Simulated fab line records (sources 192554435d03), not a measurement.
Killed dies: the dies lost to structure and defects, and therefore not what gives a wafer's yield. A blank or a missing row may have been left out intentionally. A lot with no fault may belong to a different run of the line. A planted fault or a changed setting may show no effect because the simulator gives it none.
Which tool was responsible? -- flow n5Finfet -- 8 lots, 22 wafers sampled, at 6 steps of a route of 1938

== WHAT EACH GAUGE READ, for each wafer ==
N5_GATE_CUT_THK_MEAS_24.
lot,measured,on,GC_FILL_THK (nm)
L922,day 4 22:20,filmMetro-02,219.9 217.7 220.3
L927,day 6 04:01,filmMetro-01,215.7 217.5 219.3
L930,day 6 21:11,filmMetro-01,217.6 219.4 218.7
L936,day 8 11:09,filmMetro-02,218.8 224.3
L937,day 8 15:08,filmMetro-01,222.5 224.7
L941,day 9 15:48,filmMetro-01,219.3 216.9 216.7
L942,day 10 00:59,filmMetro-01,217.8 220.8 223.0
L943,day 10 03:18,filmMetro-01,217.6 217.4 219.1

== TOOL THAT RAN EACH LOT (tool first, then ch and the chambers of the sampled wafers, then the start) ==
lot,N5_GATE_CUT_STRIP_59,N5_GATE_CUT_HM_DEP_46,N5_GATE_CUT_HM_OPEN_40,N5_GATE_CUT_CUT_ETCH_55,N5_GATE_CUT_STRIP_21
L922,"rieDiel-06 ch 0,2,3, day 4 16:19","pecvd-04 ch 0,2, day 4 19:08","rieDiel-05 ch 0,2,3, day 4 19:53","rieMetal-02 ch 0,1, day 4 20:14","plasmaAsher-02 ch 1, day 4 20:24"
L927,"rieDiel-01 ch 0,1, day 5 21:41","pecvd-02 ch 0,1,2, day 6 00:29","rieDiel-01 ch 0,1, day 6 01:30","rieMetal-02 ch 0,1, day 6 01:51","plasmaAsher-02 ch 0,1, day 6 02:04"
L930,"rieDiel-01 ch 1,2,3, day 6 15:06","pecvd-02 ch 0,1,2, day 6 17:55","rieDiel-06 ch 1,2, day 6 18:32","rieMetal-03 ch 0,1, day 6 18:54","plasmaAsher-01 ch 0,1, day 6 19:05"
L936,"rieDiel-05 ch 0,2, day 8 05:03","pecvd-02 ch 1,2, day 8 07:53","rieDiel-06 ch 0,1, day 8 08:41","rieMetal-01 ch 1, day 8 09:03","plasmaAsher-01 ch 0, day 8 09:14"
L937,"rieDiel-06 ch 0,3, day 8 09:07","pecvd-02 ch 0,1, day 8 11:55","rieDiel-05 ch 2,3, day 8 12:33","rieMetal-03 ch 0,1, day 8 12:53","plasmaAsher-01 ch 0,1, day 8 13:05"
L941,"rieDiel-06 ch 1,2, day 9 09:54","pecvd-04 ch 0,1,2, day 9 12:44","rieDiel-05 ch 0,1, day 9 13:20","rieMetal-02 ch 0,1, day 9 13:42","plasmaAsher-01 ch 0,1, day 9 13:53"
L942,"rieDiel-06 ch 1,2,3, day 9 18:41","pecvd-04 ch 0,1, day 9 21:31","rieDiel-01 ch 1,2,3, day 9 22:16","rieMetal-03 ch 1, day 9 22:44","plasmaAsher-01 ch 0,1, day 9 23:03"
L943,"rieDiel-01 ch 1,2,3, day 9 20:19","pecvd-04 ch 0,2, day 9 23:49","rieDiel-05 ch 0,1,3, day 10 00:34","rieMetal-03 ch 1, day 10 01:02","plasmaAsher-01 ch 0,1, day 10 01:22"
- N5_GATE_CUT_STRIP_59: strips in N2/H2, time 20 s.
- N5_GATE_CUT_HM_DEP_46: deposits SiO2 from TEOS/O2, target thk 130 nm, time 26.6 s.
- N5_GATE_CUT_HM_OPEN_40: chemistry C4F6/O2, target SiO2, target depth 139 nm, time 85.1 s.
- N5_GATE_CUT_CUT_ETCH_55: etches HfO2 in BCl3, target depth 3.2 nm.
- N5_GATE_CUT_STRIP_21: strips in N2/H2, time 30 s.

== THE ANSWER, worked out from the rows above alone ==
Rule: what is usual is taken from the lots themselves. Put in order of their means at a reading, lots are off if they are a third of the lots or fewer, leave a main group of 4 or more, and stand apart from it by a gap of 3 or more times the standard deviation of the main group's means; of several such gaps the widest counts. The tables above print the reading to a certain number of digits; a main group whose means all agree to those digits is not used. Also off: a lot with no number at a reading for which 4 or more lots have one. Any other lot the step has rows for is counted as sound.
Nothing can be told from this: no lot is off at any reading shown.

== WHAT HAD BEEN PUT IN BY THE SIMULATOR ==
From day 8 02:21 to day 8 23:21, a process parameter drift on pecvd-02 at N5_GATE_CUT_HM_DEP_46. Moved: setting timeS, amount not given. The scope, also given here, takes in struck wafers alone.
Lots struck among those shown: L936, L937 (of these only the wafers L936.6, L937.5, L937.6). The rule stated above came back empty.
